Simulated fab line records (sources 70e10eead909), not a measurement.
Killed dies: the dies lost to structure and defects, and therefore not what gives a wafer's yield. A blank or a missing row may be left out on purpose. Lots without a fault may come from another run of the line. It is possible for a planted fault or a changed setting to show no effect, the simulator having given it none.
Which tool did it? ; flow nand_harc ; 12 lots with 36 wafers sampled at 4 steps, on a route of 1159 steps

## WHAT THE GAUGES READ, wafer by wafer
NHARC_A_M1_INSPECT_11.
lot;measured;on;raw_defect_count
L076;day 17 22:05;defect_inspect-01;22 27 21
L078;day 18 07:07;defect_inspect-02;20 26 32
L079;day 18 03:52;defect_inspect-01;22 24 13
L081;day 19 05:09;defect_inspect-02;39 37 30
L082;day 19 19:13;defect_inspect-02;37 51 46
L086;day 20 21:04;defect_inspect-02;18 15 16
L087;day 21 04:14;defect_inspect-02;33 34 32
L091;day 21 18:16;defect_inspect-02;34 38 32
L088;day 21 23:37;defect_inspect-02;18 15 20
L092;day 22 15:21;defect_inspect-01;20 28 31
L096;day 22 15:40;defect_inspect-01;49 58 40
L097;day 23 18:08;defect_inspect-02;37 40 47

## TOOL THAT RAN EACH LOT (tool first, then ch and the chambers of the sampled wafers, then the start)
lot;NHARC_A_WL_FILL_ETCHBACK_16;NHARC_A_CONTACT_ETCH_106;NHARC_A_BLC_ETCH_18
L076;rie_diel-08 ch 2,3, day 16 22:04 or earlier;rie_diel-01 ch 0,1,2, day 16 22:04;rie_diel-10 ch 0,1,2, day 17 22:05 or earlier
L078;rie_diel-08 ch 0,1,3, day 17 12:40 or earlier;rie_diel-12 ch 0,1,3, day 17 12:40;rie_diel-03 ch 1,3, day 18 07:07 or earlier
L079;rie_diel-05 ch 0,1, day 17 10:43 or earlier;rie_diel-11 ch 0,2, day 17 10:43;rie_diel-03 ch 0,1,3, day 18 03:52 or earlier
L081;rie_diel-08 ch 0,1,3, day 18 09:23 or earlier;rie_diel-12 ch 0,1,3, day 18 09:23;rie_diel-04 ch 0,1,2, day 19 05:09 or earlier
L082;rie_diel-07 ch 1,2,3, day 18 21:36 or earlier;rie_diel-01 ch 1,2,3, day 18 21:36;rie_diel-03 ch 0,2,3, day 19 19:13 or earlier
L086;rie_diel-07 ch 0,2, day 20 02:19 or earlier;rie_diel-12 ch 0,2, day 20 02:19;rie_diel-10 ch 0,3, day 20 21:04 or earlier
L087;rie_diel-08 ch 0,1,2, day 20 06:25 or earlier;rie_diel-11 ch 0,2,3, day 20 06:25;rie_diel-03 ch 0,3, day 21 04:14 or earlier
L091;rie_diel-05 ch 2,3, day 20 18:04 or earlier;rie_diel-11 ch 0,1,3, day 20 18:04;rie_diel-04 ch 0,3, day 21 18:16 or earlier
L088;rie_diel-07 ch 2,3, day 20 23:02 or earlier;rie_diel-01 ch 1,2, day 20 23:02;rie_diel-04 ch 1,2,3, day 21 23:37 or earlier
L092;rie_diel-05 ch 0,1,2, day 21 11:21 or earlier;rie_diel-12 ch 2,3, day 21 11:21;rie_diel-04 ch 1,2, day 22 15:21 or earlier
L096;rie_diel-08 ch 1,2,3, day 21 15:05 or earlier;rie_diel-11 ch 0,1,3, day 21 15:05;rie_diel-10 ch 0,1,2, day 22 15:40 or earlier
L097;rie_diel-07 ch 0,2,3, day 22 16:25 or earlier;rie_diel-11 ch 0,2,3, day 22 16:25;rie_diel-03 ch 0,1,2, day 23 18:08 or earlier
- NHARC_A_WL_FILL_ETCHBACK_16: etches the open film in C4F8/O2/Ar, target depth 88 nm, time 17.6 s.
- NHARC_A_CONTACT_ETCH_106: etches the open film in CF4/O2, target depth 60 nm, overetch 6 nm, time 33 s.
- NHARC_A_BLC_ETCH_18: etches the open film in C4F8/O2/Ar, target depth 910 nm.

## THE ANSWER, worked out from the rows above alone
Rule: usual is defined by the lots themselves. The widest of any qualifying gaps counts: lots, ordered by their means at a reading, are off when they make up no more than a third of the lots, leave a main group of 4 or more, and stand apart from it by 3 or more times the standard deviation of that group's means. A main group is skipped when, at the precision printed for the reading in the tables above, its means are all equal. A lot without any number at a reading at which 4 lots or more have one is off too. Any other lot the step has rows for is counted as sound.
None of the lots is off at any reading shown; this tells nothing.

## WHAT THE SIMULATOR HAD INSERTED
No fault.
